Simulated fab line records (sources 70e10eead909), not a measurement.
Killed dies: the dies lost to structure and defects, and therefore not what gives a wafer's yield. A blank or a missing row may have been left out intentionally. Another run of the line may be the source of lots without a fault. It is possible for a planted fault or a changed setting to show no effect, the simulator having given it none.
Problem report, 8D (eight disciplines) form, completed by code + flow nand harc + the parts of the form that need people (team, actions taken, sign-off) are left out

## 1. THE ISSUE
At NHARC_P_GATE_INSPECT_68, raw defect count averages 622 over 3 wafers from 2 lots, while fault-free wafers read 198, standard deviation 72. Measured from the usual mean, that is +5.9 standard deviations.
The first sign was on wafer L978.1 at day 10 00:10, on defect inspect-01. At this step, 39 wafers from 13 lots have a number in the record. By rule, "out" or "out of limits" means more than 4 standard deviations away from the usual mean. The other wafers with a number count as sound.

## 2. WHAT IT IS, WHAT IT ISN'T
| question                    | is                     | is not                                                              |
|-----------------------------|------------------------|---------------------------------------------------------------------|
| which readings at this step | raw defect count       | -                                                                   |
| which lots                  | L978, L981             | L960, L961, L962, L963, L965, L966, L967, L968, L970, L973, L977    |
| which wafers of those lots  | L978.1, L978.4, L981.3 | L978.3, L981.1, L981.6                                              |
| read on which gauges        | defect inspect-01      | defect inspect-02                                                   |
| when                        | from day 10 00:10      | up to then (34 sound wafers); but 2 sound wafers of L981 came after |

## 3. SUSPECTS, AND WHAT RULES EACH OUT
Counting: any tool at a process step up to the reading remains a suspect provided it ran every lot that is out. Sound lots after the first of them don't rule it out here, since some wafers of a struck lot are sound.
- the gauge at NHARC_P_GATE_INSPECT_68 is ruled out. All the wafers that are out were read on defect inspect-01, but those of them that NHARC_END_SORT_01 has rows for are out there too, on other tools.
- plasma asher-02 at NHARC_P_GATE_STRIP_75 (strips in O2): kept. Ran every lot that is out, first one L978 (day 9 18:34); last sound lot up to then L968 (day 7 12:15).
- The sound lot-mates ran in chamber 0 of plasma asher-02 at NHARC_P_GATE_STRIP_75, but the wafers that are out ran in chamber 1.
Left after counting: plasma asher-02 at NHARC_P_GATE_STRIP_75.

## 4. THE CAUSE (what the simulator had put in)
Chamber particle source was plasma asher-02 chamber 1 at NHARC_P_GATE_STRIP_75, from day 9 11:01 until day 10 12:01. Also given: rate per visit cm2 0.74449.
This tool alone remained once counting was done.

## 5. SEQUENCE OF EFFECTS, ordered by route
Each row: a reading whose mean over the struck wafers that have a number lies more than 3 standard deviations from the usual. Only readings for which the record gives a usual standard deviation are gone through. hours: the time from each lot's start at the first step in this table that gives one to its start at this step, as a median over the lots. sigmas: the change in usual standard deviations.
| hours | step                    | reading             | usual | on struck wafers | change | sigmas |
|-------|-------------------------|---------------------|-------|------------------|--------|--------|
| 0     | NHARC_P_GATE_INSPECT_68 | raw defect count    | 198   | 622              | +424   | +5.9   |
| 338   | NHARC_END_SORT_01       | killed at periphery | 3.6   | 31.3             | +27.7  | +9.6   |
| 338   | NHARC_END_SORT_01       | killed dies         | 29    | 67               | +38    | +3.8   |

## 6. HOW IT WOULD HAVE BEEN CAUGHT EARLIER
Counted from the fault's start at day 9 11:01, it took 13 hours until the first out-of-limits reading at a measuring or inspecting step in this record, taken at day 10 00:10.
No tool reading at NHARC_P_GATE_STRIP_75 that has a usual standard deviation in the record was out on any struck wafer, so an alarm limit of 4 standard deviations on those readings would not have fired.
Lots out: 2; of these, L981 started NHARC_P_GATE_STRIP_75 on plasma asher-02 after day 10 00:10. Had the tool been put on hold then, it would have been spared.
